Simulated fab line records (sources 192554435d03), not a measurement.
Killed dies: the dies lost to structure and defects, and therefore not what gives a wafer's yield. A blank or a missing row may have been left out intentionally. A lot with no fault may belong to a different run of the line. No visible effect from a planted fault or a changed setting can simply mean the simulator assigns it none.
Matching of chambers :: flow n5-finfet :: pecvd-02 running N5_BEOL_M7_ILD_DEP_00: 3 sister chambers
The step deposits SiCOH lowk from DEMS/porogen, target thk 179.75 nm, time 33.4 s. 6 wafers are shown with their chamber, then 7 later ones without.

WAFERS WITH THEIR CHAMBER
wafer: L076.1
chamber: 1
throttle-valve-pct (%): 13.9
showerhead-plenum-p-Torr (Torr): 5.734

wafer: L079.1
chamber: 2
throttle-valve-pct (%): 12.5
showerhead-plenum-p-Torr (Torr): 5.740

wafer: L079.2
chamber: 0
throttle-valve-pct (%): 14.7
showerhead-plenum-p-Torr (Torr): 5.705

wafer: L079.3
chamber: 1
throttle-valve-pct (%): 14.2
showerhead-plenum-p-Torr (Torr): 5.763

wafer: L079.4
chamber: 0
throttle-valve-pct (%): 14.7
showerhead-plenum-p-Torr (Torr): 5.707

wafer: L079.5
chamber: 2
throttle-valve-pct (%): 13.0
showerhead-plenum-p-Torr (Torr): 5.754

WAFERS WITHOUT THEIR CHAMBER
wafer: L079.6
throttle-valve-pct (%): 14.2
showerhead-plenum-p-Torr (Torr): 5.728

wafer: L082.3
throttle-valve-pct (%): 14.4
showerhead-plenum-p-Torr (Torr): 5.765

wafer: L082.4
throttle-valve-pct (%): 14.2
showerhead-plenum-p-Torr (Torr): 5.766

wafer: L082.5
throttle-valve-pct (%): 14.8
showerhead-plenum-p-Torr (Torr): 5.719

wafer: L091.1
throttle-valve-pct (%): 14.7
showerhead-plenum-p-Torr (Torr): 5.709

wafer: L091.2
throttle-valve-pct (%): 14.3
showerhead-plenum-p-Torr (Torr): 5.748

wafer: L091.5
throttle-valve-pct (%): 14.1
showerhead-plenum-p-Torr (Torr): 5.733

WHICH CHAMBER EACH WENT THROUGH
wafer: L079.6
from the rows above: can't be placed: 1 or 0
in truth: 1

wafer: L082.3
from the rows above: 1
in truth: 1

wafer: L082.4
from the rows above: 1
in truth: 1

wafer: L082.5
from the rows above: 0
in truth: 0

wafer: L091.1
from the rows above: 0
in truth: 0

wafer: L091.2
from the rows above: 1
in truth: 1

wafer: L091.5
from the rows above: 1
in truth: 1
6 of 7 placed correctly. Can't be placed from these rows: 1 (the true chamber is among the candidates in 1). 0 placed wrongly.
How it was worked out, from the rows above alone: a wafer's distance from a chamber is the root of the sum, over the readings, of the square of ((its reading less the chamber's mean) divided by the reading's scatter). The wafer belongs to the nearest chamber; if the next one is less than 2 further off, it can't be placed. The mean given for a chamber averages the wafers shown for that chamber. The scatter is the square root of a quotient: the sum, over the shown wafers, of each reading's squared deviation from its chamber's mean, divided by wafers minus chambers.
